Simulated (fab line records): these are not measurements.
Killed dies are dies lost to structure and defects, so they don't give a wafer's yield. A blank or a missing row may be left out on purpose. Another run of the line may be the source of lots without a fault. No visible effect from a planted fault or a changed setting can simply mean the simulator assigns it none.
fab line records	flow nand_harc
[record] lots = 11	wafers = 33	last_day = 24
route steps=1159 shown A_SLIT@780 A_SIN_REMOVE@808 END@1159
lots that met no fault: taken from a fault-free run of the same line
start_h: start of the lot's first displayed wafer, in hours after the record's first day	wait_h: time in hours since the lot's previous step	" unchanged from the row above	L1.1+2: several wafers, shown together as one row	- value missing, or start not given	* or withheld: withheld	< > ~ a bound
route shown NAME@n: a module of which the file shows steps, and the number in the route of the first	usual: mean and standard deviation over wafers with no fault	same: alike in all rows	chamber/n: place in a boat	sites: readings site by site	_std_site: the values' standard deviation	_edge_site: the outer-site mean with the inner-site mean subtracted	radius_mm: for every site, how far away it sits from the centre of the wafer	mask NAME#n: copy n	behind: tool/chamber where the wafer was last shaped	hold: why the lot went on hold/how many hours it stayed there/how the hold came to an end	device: whichever transistor did not switch (one of n, p or np)	end of line: tests run on the same wafers once the route is complete	step lacking rows: just its recipe	killed: count of dies lost to structure and defects at first sort (not the wafer's yield)	map: the dies of a wafer, with x for killed, . for not killed, _ for no die there
set.NAME: setting as actually run; set.NAME@STEP: the setting as run at that earlier step	model.NAME: the simulator's own value behind a step, which no gauge read
route steps across a sampled set of lots; one table per step, one row per wafer
services: the hour from which a tool's chamber was out of use, counted from the record's first day as start_h (under 0 if before that day), plus the number of hours and why
[[steps]]
[step NHARC_A_SLIT_DEP_00]
[recipe] target_thk_a = 32000	temp_c = 400	material = aC
[usual] throttle_valve_pct = 35.001/0.0093
lot.wafer	tool	chamber	start_h	wait_h	throttle_valve_pct
L446.1	acl_dep-01	0	340.46	-	35.024
L446.2	"	0	"	"	35.007
L446.4	"	0	"	"	35.014
L443.4	acl_dep-03	0	342.90	2.7	35.000
L443.5	"	0	"	"	34.998
L443.6	"	0	"	"	35.010
L447.4	acl_dep-02	0	370.94	-	35.005
L447.5	"	0	"	"	35.016
L447.6	"	0	"	"	35.003
L449.1	acl_dep-01	0	375.61	-	35.011
L449.2	"	0	"	"	35.010
L449.4	"	0	"	"	35.012
L450.2	acl_dep-01	0	382.29	-	35.002
L450.4	"	0	"	"	34.997
L450.6	"	0	"	"	34.994
L448.4	acl_dep-03	0	382.87	-	34.998
L448.5	"	0	"	"	35.017
L448.6	"	0	"	"	35.012
L454.4	acl_dep-01	0	397.12	-	35.006
L454.5	"	0	"	"	34.999
L454.6	"	0	"	"	35.001
L451.1	acl_dep-01	0	405.26	-	35.008
L451.3	"	0	"	"	34.993
L451.6	"	0	"	"	35.009
L457.1	acl_dep-02	0	425.54	-	35.002
L457.2	"	0	"	"	35.008
L457.5	"	0	"	"	35.016
L461.1	acl_dep-03	0	443.19	-	34.994
L461.2	"	0	"	"	35.007
L461.6	"	0	444.82	-	35.004
L462.1	acl_dep-01	0	463.24	-	34.993
L462.2	"	0	"	"	35.006
L462.4	"	0	"	"	35.014
[step NHARC_A_SLIT_INSPECT_11]
[usual] raw_defect_count = 21/10
lot.wafer	tool	chamber	start_h	wait_h	raw_defect_count
L446.1	defect_inspect-02	-	343.23	0.0	28
L446.2	"	-	"	"	27
L446.4	"	-	"	"	28
L443.4	defect_inspect-02	-	344.95	0.0	16
L443.5	"	-	"	"	13
L443.6	"	-	"	"	11
L447.4	defect_inspect-01	-	372.62	0.0	16
L447.5	"	-	"	"	6
L447.6	"	-	"	"	17
L449.1	defect_inspect-01	-	378.27	0.0	23
L449.2	"	-	"	"	25
L449.4	"	-	"	"	35
L448.4	defect_inspect-02	-	384.68	0.0	12
L448.5	"	-	"	"	9
L448.6	"	-	"	"	18
L450.2	defect_inspect-01	-	384.83	0.0	17
L450.4	"	-	"	"	18
L450.6	"	-	"	"	21
L454.4	defect_inspect-01	-	398.92	0.0	315
L454.5	"	-	"	"	323
L454.6	"	-	"	"	315
L451.1	defect_inspect-02	-	408.06	0.0	323
L451.3	"	-	"	"	305
L451.6	"	-	"	"	295
L457.1	defect_inspect-01	-	428.54	0.0	48
L457.2	"	-	"	"	32
L457.5	"	-	"	"	45
L461.1	defect_inspect-02	-	445.84	0.0	9
L461.2	"	-	"	"	14
L461.6	"	-	"	"	16
L462.1	defect_inspect-02	-	465.87	0.0	7
L462.2	"	-	"	"	16
L462.4	"	-	"	"	20
[step NHARC_A_SLIT_ETCH_15]
[recipe] target_depth_a = 32000	over_etch_frac = 0.3	time_s = 832	ion_energy_ev = 150	o2_flow_sccm = 400	cos_flow_sccm = 20	ar_flow_sccm = 0	rf_w = 500	bias_w = 300	chemistry = O2/COS
[usual] drypump_motor_current_A = 5.7/0.53	mfc_ar_sccm = 0.009/0.011	oes_product_au = 1.002/0.011	rf_vpp_V = 314.4/1.8	showerhead_plenum_p_Torr = 3.14/0.11	throttle_valve_pct = 28.329/0.0098
lot.wafer	tool	chamber	start_h	wait_h	drypump_motor_current_A	mfc_ar_sccm	oes_product_au	rf_hours_counter_h	rf_vpp_V	showerhead_plenum_p_Torr	throttle_valve_pct
L446.1	rie_diel-01	0	-	-	5.1	0.034	1.002	2	312.9	3.04	28.323
L446.4	"	2	"	"	5.3	0	1.002	2	316.0	3.24	28.347
L446.2	"	3	"	"	5.2	0.027	1.004	2	312.8	3.07	28.332
L443.4	rie_diel-01	3	-	-	5.2	0.027	1.001	3	313.5	3.07	28.327
L443.5	"	2	"	"	5.3	0	1.001	-	316.5	3.24	28.334
L443.6	"	3	"	"	5.2	0.027	0.995	-	312.9	3.07	28.321
L447.4	rie_diel-12	2	-	-	5.8	0.011	1.003	-	312.7	2.97	28.316
L447.5	"	0	"	"	5.8	0.005	1.031	-	315.2	3.20	28.326
L447.6	"	1	"	"	6.5	0.006	1.006	-	315.8	3.11	28.343
L449.1	rie_diel-11	2	-	-	4.6	0	0.982	0	314.2	2.99	28.325
L449.4	"	3	"	"	5.3	0.000	1.012	0	316.6	3.28	28.330
L449.2	"	0	"	"	5.7	0.010	0.979	0	317.1	3.31	28.336
L448.4	rie_diel-11	2	-	-	4.7	0	0.991	1	312.8	2.99	28.342
L448.5	"	0	"	"	5.6	0.010	0.996	-	316.9	3.31	28.330
L448.6	"	1	"	"	5.8	0	1.011	-	313.7	3.03	28.337
L450.4	rie_diel-11	1	-	-	5.8	0	1.014	1	313.3	3.03	28.330
L450.2	"	3	"	"	5.3	0.000	1.003	1	318.3	3.28	28.342
L450.6	"	1	"	"	5.8	0	1.010	-	314.0	3.03	28.311
L454.4	rie_diel-11	3	-	-	5.3	0.000	1.019	2	315.4	3.28	28.324
L454.6	"	0	"	"	5.6	0.010	0.997	-	315.9	3.31	28.332
L454.5	"	1	"	"	5.9	0	1.000	-	312.7	3.03	28.337
L451.1	rie_diel-01	3	-	-	5.2	0.027	0.988	7	312.6	3.06	28.335
L451.3	"	0	"	"	5.1	0.034	1.009	7	313.2	3.04	28.326
L451.6	"	3	"	"	5.2	0.027	0.990	-	313.9	3.07	28.318
L457.1	rie_diel-01	2	-	-	5.3	0	0.996	8	316.2	3.23	28.325
L457.2	"	3	"	"	5.2	0.027	1.000	8	313.2	3.06	28.336
L457.5	"	1	"	"	6.5	0.014	1.011	-	314.5	3.19	28.340
L461.1	rie_diel-11	3	-	-	5.3	0.000	1.011	5	316.5	3.28	28.327
L461.2	"	0	"	"	5.6	0.010	0.996	6	318.1	3.31	28.346
L461.6	"	3	"	"	5.3	0.000	1.017	-	316.2	3.28	28.332
L462.2	rie_diel-01	0	-	-	5.1	0.034	1.000	10	312.7	3.04	28.336
L462.1	"	2	"	"	5.3	0	1.011	10	315.6	3.23	28.333
L462.4	"	3	"	"	5.2	0.027	0.983	10	313.0	3.06	28.328
[step NHARC_A_SLIT_ETCH_26]
[recipe] bias_v = 400	source_w = 2000	pressure_mtorr = 25	time_s = 90	ar_flow_sccm = 375	c4f8_flow_sccm = 41.7	o2_flow_sccm = 83.3	target_depth_a = 4000	chemistry = C4F8/O2/Ar
[usual] bias_v = 400/4	c4f8_flow_sccm = 41.70/0.11	drypump_motor_current_A = 5.4/0.43	mfc_ar_sccm = 375.1/0.99	showerhead_plenum_p_Torr = 3.64/0.098	throttle_valve_pct = 27.620/0.0092
lot.wafer	tool	chamber	start_h	wait_h	bias_v	c4f8_flow_sccm	drypump_motor_current_A	mfc_ar_sccm	rf_hours_counter_h	showerhead_plenum_p_Torr	throttle_valve_pct
L446.1	har_etch-01	0	345.56	1.2	397	41.62	5.7	373.9	10	3.61	27.626
L446.2	"	1	"	"	394	41.76	4.7	374.5	10	3.67	27.613
L446.4	"	1	"	"	400	41.98	4.8	375.4	-	3.67	27.630
L443.4	har_etch-02	1	347.39	0.6	393	41.69	5.3	375.0	-	3.54	27.608
L443.6	"	0	"	"	396	41.61	5.9	374.9	-	3.79	27.628
L443.5	"	1	"	"	398	41.57	5.4	376.2	-	3.54	27.620
L447.4	har_etch-02	1	375.16	0.8	393	41.73	5.4	375.4	-	3.53	27.600
L447.5	"	1	"	"	399	41.83	5.3	373.4	-	3.53	27.633
L447.6	"	0	"	"	402	41.86	5.9	374.4	-	3.78	27.617
L449.1	har_etch-01	0	381.51	1.2	400	41.62	5.7	374.2	28	3.60	27.628
L449.2	"	1	"	"	399	41.78	4.7	374.0	28	3.66	27.608
L449.4	"	0	"	"	402	41.61	5.7	373.3	-	3.60	27.624
L448.4	har_etch-02	0	387.07	0.8	410	41.85	5.9	373.9	-	3.78	27.628
L448.6	"	0	"	"	403	41.86	5.8	374.4	-	3.78	27.629
L448.5	"	1	"	"	399	41.83	5.3	375.6	-	3.53	27.621
L450.2	har_etch-02	0	388.72	1.0	397	41.83	5.9	374.2	207	3.78	27.632
L450.4	"	0	"	"	395	41.59	5.9	375.4	-	3.78	27.616
L450.6	"	0	"	"	395	41.53	5.9	374.1	-	3.78	27.609
L454.4	har_etch-01	1	401.29	0.8	404	41.80	4.7	376.8	-	3.65	27.604
L454.5	"	1	"	"	402	41.79	4.7	376.4	-	3.65	27.607
L454.6	"	0	"	"	399	41.60	5.7	375.8	-	3.59	27.617
L451.1	har_etch-01	0	410.41	1.0	408	41.69	5.7	374.2	41	3.59	27.619
L451.3	"	1	"	"	396	41.70	4.7	375.9	-	3.65	27.608
L451.6	"	1	"	"	394	41.70	4.7	375.0	-	3.65	27.604
L457.2	har_etch-02	0	430.93	1.3	401	41.55	5.9	373.8	225	3.77	27.612
L457.1	"	1	"	"	397	41.66	5.3	373.8	225	3.51	27.615
L457.5	"	1	"	"	393	41.59	5.3	375.5	-	3.51	27.632
L461.1	har_etch-02	0	448.14	1.2	399	41.76	5.9	376.0	230	3.77	27.623
L461.2	"	1	"	"	397	41.64	5.3	374.8	230	3.51	27.615
L461.6	"	1	"	"	398	41.63	5.3	374.4	-	3.51	27.614
L462.2	har_etch-02	0	468.19	1.2	399	41.51	5.9	375.8	233	3.77	27.621
L462.1	"	1	"	"	409	41.78	5.3	374.8	233	3.51	27.615
L462.4	"	0	"	"	401	41.59	5.9	377.2	-	3.77	27.629
[step NHARC_A_SLIT_CD_MEAS_21]
[usual] cd_nm = 289.6/0.82
lot.wafer	tool	chamber	start_h	wait_h	cd_nm
L446.1	cd_sem-01	-	346.71	-	290.8
L446.2	"	-	"	"	289.7
L446.4	"	-	"	"	288.9
L443.4	cd_sem-02	-	348.45	-	290.1
L443.5	"	-	"	"	289.6
L443.6	"	-	"	"	290.1
L447.4	cd_sem-01	-	376.33	-	288.8
L447.5	"	-	"	"	290.1
L447.6	"	-	"	"	290.6
L449.1	cd_sem-02	-	382.66	-	289.8
L449.2	"	-	"	"	289.4
L449.4	"	-	"	"	289.2
L448.4	cd_sem-02	-	388.16	-	291.3
L448.5	"	-	"	"	290.6
L448.6	"	-	"	"	290.2
L450.2	cd_sem-01	-	389.84	-	288.8
L450.4	"	-	"	"	289.9
L450.6	"	-	"	"	289.7
L454.4	cd_sem-03	-	402.38	-	289.1
L454.5	"	-	"	"	289.4
L454.6	"	-	"	"	289.2
L451.1	cd_sem-02	-	411.52	-	289.2
L451.3	"	-	"	"	289.2
L451.6	"	-	"	"	289.0
L457.1	cd_sem-02	-	432.10	-	291.4
L457.2	"	-	"	"	290.3
L457.5	"	-	"	"	290.8
L461.1	cd_sem-01	-	449.29	-	289.5
L461.2	"	-	"	"	289.3
L461.6	"	-	"	"	289.7
L462.1	cd_sem-02	-	469.46	-	290.2
L462.2	"	-	"	"	290.2
L462.4	"	-	"	"	289.5
[step NHARC_A_SIN_REMOVE_INSPECT_04]
[usual] raw_defect_count = 307/80
lot.wafer	tool	chamber	start_h	wait_h	raw_defect_count
L446.1	defect_inspect-02	-	353.99	0.0	376
L446.2	"	-	"	"	410
L446.4	"	-	"	"	319
L443.4	defect_inspect-01	-	354.02	0.0	341
L443.5	"	-	"	"	399
L443.6	"	-	"	"	410
L447.4	defect_inspect-01	-	384.01	0.0	401
L447.5	"	-	"	"	341
L447.6	"	-	"	"	388
L449.1	defect_inspect-02	-	390.42	0.0	232
L449.2	"	-	"	"	409
L449.4	"	-	"	"	318
L450.2	defect_inspect-01	-	395.88	0.0	343
L450.4	"	-	"	"	278
L450.6	"	-	"	"	361
L448.4	defect_inspect-02	-	395.90	0.0	238
L448.5	"	-	"	"	267
L448.6	"	-	"	"	370
L454.4	defect_inspect-01	-	410.03	0.0	476
L454.5	"	-	"	"	550
L454.6	"	-	"	"	605
L451.1	defect_inspect-02	-	419.03	0.0	497
L451.3	"	-	"	"	510
L451.6	"	-	"	"	503
L457.1	defect_inspect-01	-	439.74	0.1	425
L457.2	"	-	"	"	262
L457.5	"	-	"	"	389
L461.1	defect_inspect-01	-	456.92	0.0	402
L461.2	"	-	"	"	343
L461.6	"	-	"	"	299
L462.1	defect_inspect-01	-	476.91	0.0	269
L462.2	"	-	"	"	371
L462.4	"	-	"	"	438
[step NHARC_END_SORT_01]
[recipe] temp_c = 25
[usual] killed_at_array = 28/10	killed_at_other = 0.5/0.82	killed_at_periphery = 3.4/2.2	killed_dies = 31/10	killed_open = 3.4/1.9	killed_short = 1.9/1.3
[same] gross_dies = 677
lot.wafer	tool	chamber	start_h	wait_h	killed_at_array	killed_at_other	killed_at_periphery	killed_dies	killed_open	killed_short
L446.1	prober-02	0	486.66	2.5	22	2	2	26	4	2
L446.2	prober-02	0	487.47	2.8	26	1	3	30	6	2
L446.4	prober-02	0	489.09	3.4	23	1	1	25	2	4
L447.4	prober-01	0	501.82	3.4	22	0	3	25	1	2
L447.5	prober-01	0	502.62	3.7	17	2	3	22	2	3
L447.6	prober-01	0	503.42	4.0	27	1	0	28	2	2
L449.1	prober-02	0	507.63	2.5	20	0	7	27	0	2
L449.2	prober-02	0	508.42	2.8	24	0	3	27	5	0
L449.4	prober-02	0	510.00	3.4	27	0	8	35	6	1
L450.4	prober-01	0	509.99	3.4	26	0	0	26	1	3
L450.6	prober-01	0	511.59	4.0	33	0	0	33	0	3
L454.4	prober-01	0	525.59	3.4	85	0	4	89	5	1
L454.5	prober-01	0	526.38	3.7	86	0	0	86	2	3
L454.6	prober-01	0	527.17	4.0	94	0	4	98	7	1
L451.1	prober-02	0	555.23	2.5	103	0	4	107	3	1
L451.3	prober-02	0	556.80	3.1	107	0	3	110	6	3
L451.6	prober-02	0	559.16	3.9	103	0	3	106	7	3
// killed by level:class
L446.1 A_CHANNEL_HOLE_D1:chamber_film_flake=11 A_CHANNEL_FILL_D1:chamber_film_flake=2 A_STAIRCASE:chamber_film_flake=2 A_CONTACT:chamber_film_flake=2 THIN_TSV:chamber_film_flake=2 P_M0:geometric_particle:open=1 P_M1:geometric_particle:open=1 A_ONON_D1:geometric_particle:open=1
L446.2 A_CHANNEL_HOLE_D1:chamber_film_flake=11 A_CONTACT:chamber_film_flake=5 A_CONTACT:geometric_particle:open=2 A_CHANNEL_FILL_D1:chamber_film_flake=2 P_GATE:geometric_particle:open=1 P_M0:geometric_particle:open=1 P_M1:geometric_particle:short=1 A_ONON_D1:geometric_particle:short=1
L446.4 A_CHANNEL_HOLE_D1:chamber_film_flake=11 A_ONON_D1:geometric_particle:short=3 A_CHANNEL_FILL_D1:chamber_film_flake=3 A_CONTACT:chamber_film_flake=2 P_STI:geometric_particle:short=1 A_CHANNEL_HOLE_D1:geometric_particle:open=1 A_M0:geometric_particle:open=1 A_STAIRCASE:chamber_film_flake=1
L447.4 A_SLIT:chamber_film_flake=7 A_STAIRCASE:chamber_film_flake=6 A_CHANNEL_HOLE_D1:chamber_film_flake=3 A_CONTACT:chamber_film_flake=3 P_STI:geometric_particle:short=1 P_M0:geometric_particle:open=1 A_M0:geometric_particle:short=1 P_ZERO_WELL:chamber_film_flake=1
L447.5 A_SLIT:chamber_film_flake=5 A_CHANNEL_HOLE_D1:chamber_film_flake=3 A_M1:chamber_film_flake=3 P_M0:geometric_particle:open=1 A_WL_FILL:geometric_particle:short=1 A_CONTACT:geometric_particle:open=1 A_M0:geometric_particle:short=1 P_ZERO_WELL:chamber_film_flake=1
L447.6 A_SLIT:chamber_film_flake=15 A_CHANNEL_HOLE_D1:chamber_film_flake=3 A_STAIRCASE:chamber_film_flake=2 A_WL_FILL:chamber_film_flake=2 A_CHANNEL_FILL_D1:geometric_particle:open=1 A_CHANNEL_FILL_D1:geometric_particle:short=1 A_M0:geometric_particle:open=1 STARTING-WAFER:geometric_particle:short=1
L449.1 A_CHANNEL_HOLE_D1:chamber_film_flake=15 P_STI:chamber_film_flake=3 A_CONTACT:chamber_film_flake=3 P_ZERO_WELL:chamber_film_flake=2 P_M0:geometric_particle:short=1 A_WL_FILL:geometric_particle:short=1 P_M0:chamber_film_flake=1 A_SLIT:chamber_film_flake=1
L449.2 A_CHANNEL_HOLE_D1:chamber_film_flake=14 A_WL_FILL:geometric_particle:open=2 A_M0:geometric_particle:open=2 P_M0:chamber_film_flake=2 A_STAIRCASE:chamber_film_flake=2 A_CONTACT:chamber_film_flake=2 A_SOURCE_PLATE:geometric_particle:open=1 P_STI:chamber_film_flake=1
L450.4 A_SLIT:chamber_film_flake=15 A_STAIRCASE:chamber_film_flake=5 A_CHANNEL_HOLE_D1:chamber_film_flake=2 A_CHANNEL_FILL_D1:geometric_particle:short=1 A_CHANNEL_FILL_D1:geometric_particle:open=1 A_SGD_CUT:geometric_particle:short=1 A_M0:geometric_particle:short=1
L449.4 A_CHANNEL_HOLE_D1:chamber_film_flake=14 P_STI:chamber_film_flake=4 A_STAIRCASE:chamber_film_flake=3 A_SLIT:chamber_film_flake=3 A_CONTACT:geometric_particle:open=2 P_GATE:geometric_particle:open=1 P_M0:geometric_particle:open=1 A_CHANNEL_FILL_D1:geometric_particle:short=1
L450.6 A_SLIT:chamber_film_flake=13 A_STAIRCASE:chamber_film_flake=8 A_CHANNEL_HOLE_D1:chamber_film_flake=6 A_CONTACT:chamber_film_flake=3 A_ONON_D1:geometric_particle:short=1 A_WL_FILL:geometric_particle:short=1 A_CONTACT:geometric_particle:short=1
L454.4 A_SLIT:unspecified=71 A_CHANNEL_HOLE_D1:chamber_film_flake=6 A_CONTACT:geometric_particle:open=2 A_STAIRCASE:chamber_film_flake=2 P_GATE:geometric_particle:short=1 P_M0:geometric_particle:open=1 A_ONON_D1:geometric_particle:open=1 A_M0:geometric_particle:open=1
L454.5 A_SLIT:unspecified=71 A_CHANNEL_HOLE_D1:chamber_film_flake=3 A_CONTACT:chamber_film_flake=3 A_WL_FILL:geometric_particle:short=2 A_SLIT:chamber_film_flake=2 A_SOURCE_PLATE:geometric_particle:open=1 A_CHANNEL_FILL_D1:geometric_particle:short=1 A_BLC:geometric_particle:open=1
L454.6 A_SLIT:unspecified=80 A_CHANNEL_HOLE_D1:chamber_film_flake=3 P_CONTACT:geometric_particle:open=2 A_M0:geometric_particle:open=2 P_GATE:chamber_film_flake=2 A_CONTACT:chamber_film_flake=2 A_ONON_D1:geometric_particle:short=1 A_ONON_D1:geometric_particle:open=1
L451.1 A_SLIT:unspecified=77 A_CHANNEL_HOLE_D1:chamber_film_flake=10 A_STAIRCASE:chamber_film_flake=5 A_CONTACT:chamber_film_flake=4 A_BLC:chamber_film_flake=3 P_GATE:chamber_film_flake=2 P_STI:geometric_particle:open=1 P_M1:geometric_particle:open=1
L451.3 A_SLIT:unspecified=72 A_CHANNEL_HOLE_D1:chamber_film_flake=19 A_BLC:chamber_film_flake=4 A_CONTACT:chamber_film_flake=3 A_CHANNEL_FILL_D1:geometric_particle:open=2 A_M0:geometric_particle:open=2 A_STAIRCASE:chamber_film_flake=2 P_CONTACT:geometric_particle:open=1
L451.6 A_SLIT:unspecified=69 A_CHANNEL_HOLE_D1:chamber_film_flake=14 A_CONTACT:chamber_film_flake=5 A_STAIRCASE:chamber_film_flake=4 A_CONTACT:geometric_particle:open=2 A_BLC:chamber_film_flake=2 P_GATE:geometric_particle:open=1 P_M0:geometric_particle:open=1
[[services]]
tool	chamber	start_h	hours	kind
rie_diel-11	0	321.12	-	clean
rie_diel-11	1	321.12	-	clean
rie_diel-11	2	321.12	-	clean
rie_diel-11	3	321.12	-	clean
rie_diel-01	0	323.92	-	clean
rie_diel-01	1	323.92	-	clean
rie_diel-01	2	323.92	-	clean
rie_diel-01	3	323.92	-	clean
rie_diel-11	3	324.09	12.4	repair
rie_diel-11	0	345.62	-	clean
rie_diel-11	1	345.62	-	clean
rie_diel-11	2	345.62	-	clean
rie_diel-11	3	345.62	-	clean
rie_diel-01	0	348.43	-	clean
rie_diel-01	1	348.43	-	clean
rie_diel-01	2	348.43	-	clean
acl_dep-02	-	351.60	13.0	pm
rie_diel-12	3	365.40	15.0	repair
rie_diel-11	-	366.50	9.0	pm
rie_diel-12	-	379.46	9.0	pm
acl_dep-03	-	407.01	13.0	pm
rie_diel-12	-	420.74	14.0	repair
rie_diel-12	1	447.74	5.4	repair
acl_dep-01	-	467.59	6.0	repair
[[key]]
[first_sign] step = NHARC_A_SLIT_INSPECT_11	reading = raw_defect_count	direction = up	sigmas = 29	usual = 21	struck = 313
[effect] step = NHARC_A_SIN_REMOVE_INSPECT_04	reading = raw_defect_count	direction = up	sigmas = 2.7	usual = 307	struck = 524
[effect] step = NHARC_END_SORT_01	reading = killed_at_array	direction = up	sigmas = 6.7	usual = 28	struck = 96
[more_kills_born_at] NHARC_A_SLIT_DEP_00@acl_dep-01 = 440
met_at NHARC_A_SLIT_DEP_00
struck_lots L451,L454
tester_left_out L451,L454
not_acting_at NHARC_A_SLIT_ETCH_15,NHARC_A_SLIT_ETCH_26,NHARC_A_SLIT_CD_MEAS_21
onset_between 382.29 397.12
[fault] kind = chamber_particle_source	tool = acl_dep-01	chamber = -	onset_h = 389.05	steps = NHARC_A_SLIT_DEP_00	rate_per_visit_cm2 = 0.43971	end_h = 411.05
// tester_left_out: of these lots the tester's yield and bins aren't shown, on N5 and GAA mostly nor the transistor test; their killed dies are dies lost to structure and defects alone, not to doping, threshold or leakage, so they don't give the yield
